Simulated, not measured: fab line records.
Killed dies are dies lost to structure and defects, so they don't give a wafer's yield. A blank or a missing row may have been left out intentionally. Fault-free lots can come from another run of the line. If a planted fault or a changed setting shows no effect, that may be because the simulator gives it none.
Struck lot and sound lot, side by side    flow nandHarc    40 out of 1302 route steps
Sound: these wafers, L191.1, L191.2, L191.5. Struck: wafer L197.5 (left out: L197.1, L197.6 of the same lot, which were not struck); the cause appears at the end.
For every step that has rows: the tool of each side, followed by ch and its chambers, followed by its first start. Under that, the readings that differ: sound wafers    struck wafers    difference of the means    sigmas: that difference in standard deviations of wafers without a fault.
alike: readings whose means differ by less than 2 such deviations, and words and numbers that are the same on both sides. not compared: withheld readings, readings that some wafer has no value for, bounds like >300 that may hide the same value, and numbers for which the record gives no deviation and whose values overlap.
A row with sigmas, a row that says differs or no value, or rows on one side alone: a step with any of these is where the two part. Numbers that have no deviation but don't overlap get no sigmas and don't part them. A reading missing from all wafers of one side parts the sides only when that side holds two or more wafers.

first, 10 steps without rows for these wafers: NHARC_A_STAIRCASE_HMDS_282 (time 30 s); NHARC_A_STAIRCASE_COAT_283; NHARC_A_STAIRCASE_SOFTBAKE_284 (time 170 s); NHARC_A_STAIRCASE_EBR_285; NHARC_A_STAIRCASE_EXPOSE_286 (exposes mask CHOP 100); NHARC_A_STAIRCASE_PEB_287 (peb time 130 s); NHARC_A_STAIRCASE_DEVELOP_288 (time 140 s); NHARC_A_STAIRCASE_HARDBAKE_290 (time 140 s); NHARC_A_STAIRCASE_DESCUM_291 (chemistry O2, time 3 s); NHARC_A_STAIRCASE_ETCH_292 (etches the open film in CF4/CHF3).
NHARC_A_STAIRCASE_HM_OPEN_460: chemistry O2/COS.
  sound: rieDiel-02 ch 0,1,3; struck: rieDiel-13 ch 2
  alike: drypumpMotorCurrentA, oesProductAu, rfVppV, showerheadPlenumPTorr, throttleValvePct
  not compared: rfHoursCounterH
NHARC_A_STAIRCASE_STRIP_461: strips in O2/COS.
  sound on rieDiel-02 ch 0,2,3, day 18 06:23; struck on rieDiel-13 ch 2,3, day 21 01:32
NHARC_A_STAIRCASE_ETCH_452: etches the open film in CF4/O2, target depth 30 nm, overetch 3 nm, time 16.5 s.
  sound: rieDiel-02 ch 0,2,3; struck: rieDiel-13 ch 1
reading              sound              struck  difference  sigmas
oesProductAu (a.u.)  0.994 0.982 0.996  1.020   +0.029      +2
  alike: drypumpMotorCurrentA, rfVppV, showerheadPlenumPTorr, throttleValvePct
  not compared: rfHoursCounterH
then, 5 steps without rows for these wafers: NHARC_A_STAIRCASE_ETCH_294 (etches the open film in C4F8/O2/Ar, target depth 4989 nm, time 1211.6 s); NHARC_A_STAIRCASE_STRIP_295 (strips in O2); NHARC_A_STAIRCASE_STRIP_296 (strips in SPM, time 900 s); NHARC_A_STAIRCASE_PRECLEAN_297 (cleans in SC1); NHARC_A_STAIRCASE_SRD_298.
NHARC_A_STAIRCASE_HM_DEP_462: deposits aC, target thk 800 nm.
  sound on aclDep-02 ch 0, day 18 08:09; struck on aclDep-03 ch 0, day 21 04:31
  alike: throttleValvePct
NHARC_A_STAIRCASE_DEP_301: deposits SiON, target thk 30 nm.
  sound on pecvd-01 ch 1,2, day 18 10:02; struck on pecvd-02 ch 2, day 21 05:08
  alike: heaterPowerW
then, 13 steps without rows for these wafers: NHARC_A_STAIRCASE_DEHYDRATE_302 (time 120 s); NHARC_A_STAIRCASE_HMDS_303 (time 30 s); NHARC_A_STAIRCASE_COAT_304; NHARC_A_STAIRCASE_SOFTBAKE_305 (time 170 s); NHARC_A_STAIRCASE_EBR_306; NHARC_A_STAIRCASE_EXPOSE_307 (exposes mask CHOP 50); NHARC_A_STAIRCASE_PEB_308 (peb time 130 s); NHARC_A_STAIRCASE_DEVELOP_309 (time 140 s); NHARC_A_STAIRCASE_HARDBAKE_311 (time 140 s); NHARC_A_STAIRCASE_DESCUM_312 (chemistry O2, time 3 s); NHARC_A_STAIRCASE_ETCH_313 (etches the open film in CF4/CHF3); NHARC_A_STAIRCASE_HM_OPEN_463 (chemistry O2/COS); NHARC_A_STAIRCASE_STRIP_464 (strips in O2/COS).
NHARC_A_STAIRCASE_ETCH_453: etches the open film in CF4/O2, target depth 30 nm, overetch 3 nm, time 16.5 s.
  sound: rieDiel-01 ch 1,2; struck: rieDiel-02 ch 3
  alike: drypumpMotorCurrentA, oesProductAu, rfVppV, showerheadPlenumPTorr, throttleValvePct
  not compared: rfHoursCounterH
then, 5 steps without rows for these wafers: NHARC_A_STAIRCASE_ETCH_315 (etches the open film in C4F8/O2/Ar, target depth 2500 nm, time 607.1 s); NHARC_A_STAIRCASE_STRIP_316 (strips in O2); NHARC_A_STAIRCASE_STRIP_317 (strips in SPM, time 900 s); NHARC_A_STAIRCASE_PRECLEAN_318 (cleans in SC1); NHARC_A_STAIRCASE_SRD_329.
-- record jumps: 8 days between struck wafers' starts before vs after; left off in module A_STAIRCASE, resumes in module END, first step shown is number 1302 of the route --
NHARC_END_SORT_01:
  sound on prober-02 ch 0, day 25 15:03; struck on prober-02 ch 0, day 28 21:37
reading        sound     struck  difference  sigmas
killedAtArray  63 79 63  164     +96         +5
killedDies     67 85 68  166     +93         +5
  alike: killedAtOther, killedAtPeriphery, killedOpen, killedShort

## WHERE THEY PART
First at NHARC_A_STAIRCASE_ETCH_452; last, within this record, at NHARC_END_SORT_01.

WHY: what had been put in by the simulator
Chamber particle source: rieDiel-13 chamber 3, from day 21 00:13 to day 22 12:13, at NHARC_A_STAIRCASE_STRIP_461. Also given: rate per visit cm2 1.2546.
